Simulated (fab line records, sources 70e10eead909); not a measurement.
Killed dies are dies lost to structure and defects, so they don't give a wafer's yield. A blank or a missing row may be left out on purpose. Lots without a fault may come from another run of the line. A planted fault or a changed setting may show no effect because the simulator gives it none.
Which tool did it? | flow nand_harc | 12 lots, 36 wafers sampled, at 5 steps of a route of 1302

WHAT THE GAUGES READ, wafer by wafer
NHARC_END_SORT_01. Usual: killed_at_array 52, standard deviation 17; killed_at_other 1.2, standard deviation 1.4; killed_at_periphery 4.7, standard deviation 2.9; killed_dies 58, standard deviation 17; killed_open 3.2, standard deviation 1.9; killed_short 2.4, standard deviation 1.4.
lot  | measured     | on        | killed_at_array | killed_at_other | killed_at_periphery | killed_dies | killed_open | killed_short | flag
L490 | day 28 07:35 | prober-01 | 665 666 666     | 3 2 0           | 9 9 11              | 677 677 677 | 3 3 7       | 1 3 4        | OFF
L489 | day 28 12:43 | prober-02 | 660 669 666     | 5 3 6           | 12 5 5              | 677 677 677 | 2 0 3       | 0 3 0        | OFF
L492 | day 28 20:31 | prober-02 | 672 675 672     | 2 0 0           | 3 2 5               | 677 677 677 | 2 3 1       | 3 2 2        | OFF
L499 | day 32 18:51 | prober-01 | 56 64 72        | 4 1 1           | 4 9 3               | 64 74 76    | 1 2 3       | 5 2 2        |

WHICH TOOL RAN EACH LOT (tool, then ch and the chambers of the sampled wafers, then the start)
lot  | NHARC_A_STAIRCASE_DESCUM_186       | NHARC_A_STAIRCASE_TRIM_191         | NHARC_A_STAIRCASE_ETCH_194                    | NHARC_A_STAIRCASE_ETCH_203
L480 | rie_diel-05 ch 1,2,3, day 15 14:35 | rie_diel-05 ch 0,1,2, day 15 15:09 | rie_diel-05 ch 2,3, no start                  | rie_diel-05 ch 0,1, no start
L482 | rie_diel-04 ch 0,3, day 16 17:04   | rie_diel-04 ch 2,3, day 16 17:37   | rie_diel-04 ch 1,3, no start                  | rie_diel-10 ch 0,1,2, no start
L484 | rie_diel-04 ch 0,1,3, day 16 22:50 | rie_diel-04 ch 0,1,3, day 16 23:29 | rie_diel-04 ch 0,1,2, no start                | rie_diel-05 ch 0,1,3, no start
L486 | rie_diel-10 ch 0,2,3, day 17 22:53 | rie_diel-10 ch 1,2,3, day 17 23:26 | rie_diel-10 ch 0,2, no start                  | rie_diel-10 ch 0,1,3, no start
L487 | rie_diel-04 ch 1,3, day 18 10:04   | rie_diel-04 ch 0,1,3, day 18 10:37 | rie_diel-04 ch 0,2,3, no start                | rie_diel-04 ch 0,1,3, no start
L490 | rie_diel-04 ch 0,1, day 19 22:21   | rie_diel-04 ch 0,3, day 19 22:53   | rie_diel-04 ch 0,1, day 28 07:35 or earlier   | rie_diel-10 ch 0,2, day 28 07:35 or earlier
L489 | rie_diel-04 ch 0,1,2, day 19 23:23 | rie_diel-04 ch 0,1, day 19 23:56   | rie_diel-04 ch 1,2,3, day 28 12:43 or earlier | rie_diel-04 ch 0,1,2, day 28 12:43 or earlier
L492 | rie_diel-10 ch 0,2,3, day 20 05:23 | rie_diel-10 ch 0,1,3, day 20 05:56 | rie_diel-10 ch 0,1,2, day 28 20:31 or earlier | rie_diel-10 ch 0,2,3, day 28 20:31 or earlier
L499 | rie_diel-10 ch 0,1,3, day 23 18:58 | rie_diel-10 ch 0,3, day 23 19:37   | rie_diel-10 ch 0,3, day 32 18:51 or earlier   | rie_diel-05 ch 2,3, day 32 18:51 or earlier
L501 | rie_diel-10 ch 0,3, day 24 05:49   | rie_diel-10 ch 1,3, day 24 06:22   | rie_diel-10 ch 0,2,3, no start                | rie_diel-04 ch 1,2,3, no start
L502 | rie_diel-10 ch 0,2,3, day 25 00:59 | rie_diel-10 ch 0,2,3, day 25 01:31 | rie_diel-10 ch 1,2,3, no start                | rie_diel-10 ch 0,1,3, no start
L503 | rie_diel-04 ch 0,2, day 25 11:11   | rie_diel-04 ch 0,1,2, day 25 11:44 | rie_diel-04 ch 0,2, no start                  | rie_diel-04 ch 0,1,3, no start
- NHARC_A_STAIRCASE_DESCUM_186: chemistry O2, time 3 s.
- NHARC_A_STAIRCASE_TRIM_191: chemistry O2, time 211.2 s.
- NHARC_A_STAIRCASE_ETCH_194: etches the open film in C4F8/O2, target depth 100 nm, time 40.5 s.
- NHARC_A_STAIRCASE_ETCH_203: etches the open film in C4F8/O2, target depth 100 nm, time 40.5 s.

WHAT THE TOOLS THEMSELVES READ (means of the sampled wafers that have a number; where no wafer has one, the mark that the record gives instead)
NHARC_A_STAIRCASE_DESCUM_186. Usual: drypump_motor_current_A 5.8 A, standard deviation 0.5; oes_product_au 1.000 a.u., standard deviation 0.013; rf_vpp_V 57.6 V, standard deviation 0.92; showerhead_plenum_p_Torr 1.87 Torr, standard deviation 0.088; throttle_valve_pct 11.310 %, standard deviation 0.0092.
lot  | tool        | drypump_motor_current_A (A) | oes_product_au (a.u.) | rf_vpp_V (V) | showerhead_plenum_p_Torr (Torr) | throttle_valve_pct (%) | flag
L480 | rie_diel-05 | 5.4                         | 0.995                 | 57.8         | 1.93                            | 11.315                 |
L482 | rie_diel-04 | 5.8                         | 0.993                 | 56.8         | 1.86                            | 11.307                 |
L484 | rie_diel-04 | 6.2                         | 0.993                 | 57.3         | 1.91                            | 11.307                 |
L486 | rie_diel-10 | 5.9                         | 1.003                 | 57.4         | 1.82                            | 11.303                 |
L487 | rie_diel-04 | 6.6                         | 1.011                 | 58.2         | 1.96                            | 11.300                 |
L490 | rie_diel-04 | 6.2                         | 1.000                 | 57.7         | 1.90                            | 11.316                 |
L489 | rie_diel-04 | 5.9                         | 1.001                 | 57.7         | 1.84                            | 11.303                 |
L492 | rie_diel-10 | 6.0                         | 1.002                 | 57.9         | 1.82                            | 11.304                 |
L499 | rie_diel-10 | 5.8                         | 0.994                 | 57.3         | 1.88                            | 11.311                 |
L501 | rie_diel-10 | 6.1                         | 0.990                 | 57.4         | 1.81                            | 11.311                 |
L502 | rie_diel-10 | 5.9                         | 0.995                 | 57.7         | 1.80                            | 11.314                 |
L503 | rie_diel-04 | 5.4                         | 0.994                 | 57.6         | 1.77                            | 11.312                 |

NHARC_A_STAIRCASE_TRIM_191. Usual: chamber_pressure_mTorr 60.00 mTorr, standard deviation 0.056; drypump_motor_current_A 5.9 A, standard deviation 0.49; oes_product_au 1.001 a.u., standard deviation 0.014; rf_vpp_V 57.6 V, standard deviation 0.88; showerhead_plenum_p_Torr 3.46 Torr, standard deviation 0.15; throttle_valve_pct 17.037 %, standard deviation 0.01.
lot  | tool        | chamber_pressure_mTorr (mTorr) | drypump_motor_current_A (A) | oes_product_au (a.u.) | rf_vpp_V (V) | showerhead_plenum_p_Torr (Torr) | throttle_valve_pct (%) | flag
L480 | rie_diel-05 | 60.02                          | 5.5                         | 1.003                 | 57.8         | 3.50                            | 17.032                 |
L482 | rie_diel-04 | 59.99                          | 6.3                         | 1.014                 | 58.4         | 3.53                            | 17.032                 |
L484 | rie_diel-04 | 60.01                          | 6.2                         | 0.993                 | 57.7         | 3.52                            | 17.041                 |
L486 | rie_diel-10 | 59.94                          | 5.6                         | 1.002                 | 57.7         | 3.49                            | 17.034                 |
L487 | rie_diel-04 | 60.01                          | 6.2                         | 1.009                 | 58.6         | 3.52                            | 17.043                 |
L490 | rie_diel-04 | -                              | -                           | -                     | -            | -                               | -                      | OFF
L489 | rie_diel-04 | -                              | -                           | -                     | -            | -                               | -                      | OFF
L492 | rie_diel-10 | -                              | -                           | -                     | -            | -                               | -                      | OFF
L499 | rie_diel-10 | 60.04                          | 6.1                         | 0.988                 | 57.3         | 3.35                            | 17.032                 |
L501 | rie_diel-10 | 60.05                          | 5.8                         | 0.991                 | 57.1         | 3.53                            | 17.029                 |
L502 | rie_diel-10 | 59.98                          | 5.9                         | 0.990                 | 57.2         | 3.34                            | 17.029                 |
L503 | rie_diel-04 | 60.03                          | 5.9                         | 1.002                 | 57.3         | 3.39                            | 17.032                 |

NHARC_A_STAIRCASE_ETCH_194. Usual: oes_product_au 0.946 a.u., standard deviation 0.014; rf_vpp_V 894 V, standard deviation 5.6.
lot  | tool        | oes_product_au (a.u.) | rf_vpp_V (V) | flag
L480 | rie_diel-05 | 0.953                 | 898          |
L482 | rie_diel-04 | 0.944                 | 900          |
L484 | rie_diel-04 | 0.942                 | 892          |
L486 | rie_diel-10 | 0.928                 | 887          |
L487 | rie_diel-04 | 0.963                 | 892          |
L490 | rie_diel-04 | 0.929                 | 892          |
L489 | rie_diel-04 | 0.958                 | 895          |
L492 | rie_diel-10 | 0.943                 | 891          |
L499 | rie_diel-10 | 0.936                 | 892          |
L501 | rie_diel-10 | 0.944                 | 890          |
L502 | rie_diel-10 | 0.938                 | 893          |
L503 | rie_diel-04 | 0.931                 | 887          |

NHARC_A_STAIRCASE_ETCH_203. Usual: oes_product_au 0.944 a.u., standard deviation 0.014; rf_vpp_V 894 V, standard deviation 5.6.
lot  | tool        | oes_product_au (a.u.) | rf_vpp_V (V) | flag
L480 | rie_diel-05 | 0.949                 | 895          |
L482 | rie_diel-10 | 0.939                 | 892          |
L484 | rie_diel-05 | 0.943                 | 900          |
L486 | rie_diel-10 | 0.955                 | 894          |
L487 | rie_diel-04 | 0.948                 | 895          |
L490 | rie_diel-10 | 0.944                 | 888          |
L489 | rie_diel-04 | 0.941                 | 891          |
L492 | rie_diel-10 | 0.945                 | 889          |
L499 | rie_diel-05 | 0.952                 | 897          |
L501 | rie_diel-04 | 0.951                 | 895          |
L502 | rie_diel-10 | 0.933                 | 894          |
L503 | rie_diel-04 | 0.936                 | 895          |

THE ANSWER, worked out from the rows above alone
Rule: a lot is off if the mean of its wafers that have a number lies more than 3 standard deviations from the usual mean. A lot without any number at a reading at which 4 lots or more have one is off too. The other lots that the step has rows for count as sound. The gauges are gone through in route order, then the tools' own readings, and for those a lot's mean is taken as printed above. The first step at which some lot is off is used, and at that step the reading that is off furthest; a lot without a number counts as furthest.
Off: L490, L489, L492, at NHARC_END_SORT_01 (killed_at_array). Neither off nor sound, because the step has no rows for them: L480, L482, L484, L486, L487, L501, L502, L503.
A tool fits if, at a process step before that reading, it ran every lot that is off, and no sound lot after the first of them. The gauges at NHARC_END_SORT_01 aren't tried: what is off there is off at NHARC_A_STAIRCASE_TRIM_191 too, on other tools, and a gauge's error can't cause that. NHARC_A_STAIRCASE_ETCH_194 gives no start for some lots, so the hours and the order of its lots are those of NHARC_END_SORT_01. NHARC_A_STAIRCASE_ETCH_203 gives no start for some lots, so the hours and the order of its lots are those of NHARC_END_SORT_01. None of those tried fits.

WHAT THE SIMULATOR HAD PUT IN
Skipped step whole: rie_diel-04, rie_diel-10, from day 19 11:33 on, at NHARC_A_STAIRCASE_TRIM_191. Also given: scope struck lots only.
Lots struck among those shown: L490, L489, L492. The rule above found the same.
